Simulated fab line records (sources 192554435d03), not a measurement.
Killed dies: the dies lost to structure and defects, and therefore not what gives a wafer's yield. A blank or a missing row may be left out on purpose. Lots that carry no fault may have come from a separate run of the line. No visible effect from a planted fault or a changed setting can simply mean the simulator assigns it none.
Chamber matching || flow n5-finfet || 4 sister chambers for N5_BEOL_M5_DESCUM_16 on rie-diel-05
The step chemistry O2, time 7 s. 8 wafers are shown with their chamber, then 8 later ones without.

== WAFERS PAIRED WITH THEIR CHAMBERS ==
{"wafer": "L079.6", "chamber": 1, "drypump-motor-current-A (A)": 5.7, "showerhead-plenum-p-Torr (Torr)": 2.16}
{"wafer": "L080.5", "chamber": 3, "drypump-motor-current-A (A)": 6.4, "showerhead-plenum-p-Torr (Torr)": 2.05}
{"wafer": "L080.6", "chamber": 0, "drypump-motor-current-A (A)": 5.8, "showerhead-plenum-p-Torr (Torr)": 2.04}
{"wafer": "L088.2", "chamber": 3, "drypump-motor-current-A (A)": 6.4, "showerhead-plenum-p-Torr (Torr)": 2.05}
{"wafer": "L088.6", "chamber": 0, "drypump-motor-current-A (A)": 5.8, "showerhead-plenum-p-Torr (Torr)": 2.04}
{"wafer": "L087.1", "chamber": 1, "drypump-motor-current-A (A)": 5.7, "showerhead-plenum-p-Torr (Torr)": 2.15}
{"wafer": "L087.5", "chamber": 2, "drypump-motor-current-A (A)": 5.8, "showerhead-plenum-p-Torr (Torr)": 2.11}
{"wafer": "L090.3", "chamber": 2, "drypump-motor-current-A (A)": 5.9, "showerhead-plenum-p-Torr (Torr)": 2.11}

== WAFERS MISSING THEIR CHAMBER ==
{"wafer": "L090.5", "drypump-motor-current-A (A)": 5.9, "showerhead-plenum-p-Torr (Torr)": 2.11}
{"wafer": "L090.6", "drypump-motor-current-A (A)": 5.7, "showerhead-plenum-p-Torr (Torr)": 2.15}
{"wafer": "L089.2", "drypump-motor-current-A (A)": 5.7, "showerhead-plenum-p-Torr (Torr)": 2.15}
{"wafer": "L089.4", "drypump-motor-current-A (A)": 6.4, "showerhead-plenum-p-Torr (Torr)": 2.04}
{"wafer": "L089.6", "drypump-motor-current-A (A)": 5.6, "showerhead-plenum-p-Torr (Torr)": 2.15}
{"wafer": "L096.1", "drypump-motor-current-A (A)": 6.4, "showerhead-plenum-p-Torr (Torr)": 2.04}
{"wafer": "L096.2", "drypump-motor-current-A (A)": 5.6, "showerhead-plenum-p-Torr (Torr)": 2.15}
{"wafer": "L096.3", "drypump-motor-current-A (A)": 5.8, "showerhead-plenum-p-Torr (Torr)": 2.03}

== THE CHAMBER EACH PASSED THROUGH ==
{"wafer": "L090.5", "from the rows above": 2, "in truth": 2}
{"wafer": "L090.6", "from the rows above": 1, "in truth": 1}
{"wafer": "L089.2", "from the rows above": 1, "in truth": 1}
{"wafer": "L089.4", "from the rows above": 3, "in truth": 3}
{"wafer": "L089.6", "from the rows above": 1, "in truth": 1}
{"wafer": "L096.1", "from the rows above": 3, "in truth": 3}
{"wafer": "L096.2", "from the rows above": 1, "in truth": 1}
{"wafer": "L096.3", "from the rows above": 0, "in truth": 0}
Correct placement for 8 of the 8. Left unplaced by these rows: 0. Wrongly placed: 0.
How it was worked out, from the rows above alone: a wafer's distance from a chamber is the root of the sum, over the readings, of the square of ((its reading less the chamber's mean) divided by the reading's scatter). If the next closest chamber is less than 2 further off than the closest, the wafer can't be placed; otherwise it belongs to the closest. A chamber's mean is the mean of its shown wafers. How the scatter is found: for the shown wafers, subtract from each reading the mean of its chamber, square and add these, divide the total by (wafers less chambers), then take the root.
